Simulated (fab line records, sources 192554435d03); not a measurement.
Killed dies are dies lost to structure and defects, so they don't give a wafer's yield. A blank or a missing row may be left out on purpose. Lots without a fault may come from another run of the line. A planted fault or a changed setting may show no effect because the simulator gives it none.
A struck lot beside a sound one | flow n5_finfet | 37 steps out of a route of 1938
Sound: wafers L846.1, L846.2, L846.5. Struck: wafers L838.1, L838.4. (L838.3 of the same lot was not struck and is left out.) The cause comes at the end.
At each step with rows: each side's tool, then ch and its chambers, then its first start. Under that, the readings that differ: sound wafers | struck wafers | difference of the means | sigmas: that difference in standard deviations of wafers without a fault.
alike: readings whose means differ by less than 2 such deviations, and words and numbers that are the same on both sides. not compared: withheld readings, readings that some wafer has no value for, bounds like >300 that may hide the same value, and numbers for which the record gives no deviation and whose values overlap.
The two part at a step that has a row with sigmas, a row that says differs or no value, or rows on one side only. Numbers that don't overlap but have no deviation are shown without sigmas and don't part them. A reading that every wafer of one side lacks parts them only if that side has two wafers or more.

first, 9 steps without rows for these wafers: N5_BEOL_M4_ANNEAL_95 (time 240 s); N5_BEOL_M4_SPUTTER_96 (material Cu, target thk 4.5 nm, time 8.29 s); N5_BEOL_M4_ECD_50 (material Cu, target thk 300 nm); N5_BEOL_M4_ANNEAL_51 (time 90 s); N5_BEOL_M4_CMP_52 (polishes, stops on SiOC, t overpolish 6.8 s, target thk 40 nm); N5_BEOL_M4_PRE_CLEAN_60 (time 15 s); N5_BEOL_M4_CO_CAP_55 (material Co, precursor CCTBA/H2, target thk 2 nm, time 102.1 s); N5_BEOL_M4_PRE_CLEAN_56 (time 15 s); N5_BEOL_M4_DEP_57 (deposits SiCN from 3MS/NH3, target thk 8 nm, time 14 s).
N5_BEOL_M4_RC_MEAS_101:
  sound on prober-01 ch 0, day 13 15:50; struck on prober-02 ch 0, day 11 23:39
  alike: DIBL_N, DIBL_P, IOFF_N, IOFF_P, ION_N, ION_P, SS_N, SS_P, VT_N, VT_P
then, 24 steps without rows for these wafers: N5_BEOL_M5_ILD_DEP_00 (deposits SiCOH lowk from DEMS/porogen, target thk 140.64 nm, time 25.9 s); N5_BEOL_M5_CURE_79 (cures SiCOH lowk, time 240 s); N5_BEOL_M5_PECVD_70 (deposits SiO2 from TEOS/O2, target thk 16 nm, time 18 s); N5_BEOL_M5_HM_DEP_02 (deposits TiN, target thk 20 nm); N5_BEOL_M5_COAT_59 (time 60 s, resist thk 60 nm); N5_BEOL_M5_COAT_60 (time 60 s, resist thk 12 nm); N5_BEOL_M5_COAT_71 (time 60 s, resist thk 5 nm); N5_BEOL_M5_COAT_05 (resist thk 30 nm); N5_BEOL_M5_EBR_07; N5_BEOL_M5_SOFTBAKE_06 (time 60 s); N5_BEOL_M5_EXPOSE_08 (exposes mask M5, target cd 28 nm); N5_BEOL_M5_PEB_09 (peb time 60 s); N5_BEOL_M5_DEVELOP_10 (develop time 30 s); N5_BEOL_M5_DESCUM_16 (chemistry O2, time 7 s); N5_BEOL_M5_ETCH_72 (etches underlayer in N2/H2, target depth 6.5 nm, time 5.2 s); N5_BEOL_M5_ETCH_61 (etches SiARC in CF4, target depth 15.6 nm, time 26 s); N5_BEOL_M5_ETCH_62 (etches SOC in N2/H2, target depth 75 nm, overetch 15 nm, time 112.5 s); N5_BEOL_M5_STRIP_63 (strips in N2/H2); N5_BEOL_M5_STRIP_73 (strips in N2/H2); N5_BEOL_M5_STRIP_64 (strips in CF4); N5_BEOL_M5_HM_OPEN_17 (chemistry Cl2/BCl3, target TiN, target depth 20 nm, overetch 6 nm); N5_BEOL_M5_STRIP_19 (strips in O2); N5_BEOL_M5_COAT_65 (time 60 s, resist thk 60 nm); N5_BEOL_M5_COAT_66 (time 60 s, resist thk 12 nm).
-- the record jumps here: 4 days lie between the struck wafers' starts before and after (it left off in module BEOL_M5 and takes up again in module PASSIVATION, whose first step shown is number 1916 of the route) --
N5_PASSIVATION_PECVD_35: deposits SiNx from SiH4/NH3/N2, target thk 700 nm, time 151.3 s.
  sound on pecvd-03 ch 0,1, day 17 16:17; struck on pecvd-02 ch 2, day 16 02:45
  reading                                        | sound             | struck      | difference | sigmas
  heater_power_outer_w (W)                       | 117 99 126        | 226 243     | +120       | +3
  run_length_s (s)                               | 195.5 195.7 196.3 | 224.9 224.9 | +29.1      | +46
  model.SiNx_of_PASSIVATION_PECVD_35.thk_nm (nm) | 699.4 692 710.2   | 828 843     | +135       |
  alike: chamber_pressure_Torr, heater_power_w, showerhead_plenum_p_Torr, throttle_valve_pct
N5_PASSIVATION_STRIP_52: strips in post etch residue remover, time 1200 s.
  sound on wet_bench-01 ch 0,1,7, day 17 17:26; struck on wet_bench-05 ch 1,2, day 16 04:16
  reading                                        | sound           | struck      | difference | sigmas
  model.SiNx_of_PASSIVATION_PECVD_35.thk_nm (nm) | 699 691.6 709.8 | 827.8 842.6 | +135.1     |
N5_PASSIVATION_PROBE_49:
  the record has rows for the struck wafers here (prober-02, day 16 06:41) and none for the sound ones

WHERE THEY PART
First at N5_PASSIVATION_PECVD_35; last, within this record, at N5_PASSIVATION_PROBE_49.

WHY: what the simulator had put in
Process parameter drift: pecvd-02, from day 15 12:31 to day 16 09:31, at N5_PASSIVATION_PECVD_35. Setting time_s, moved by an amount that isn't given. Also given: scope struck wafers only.
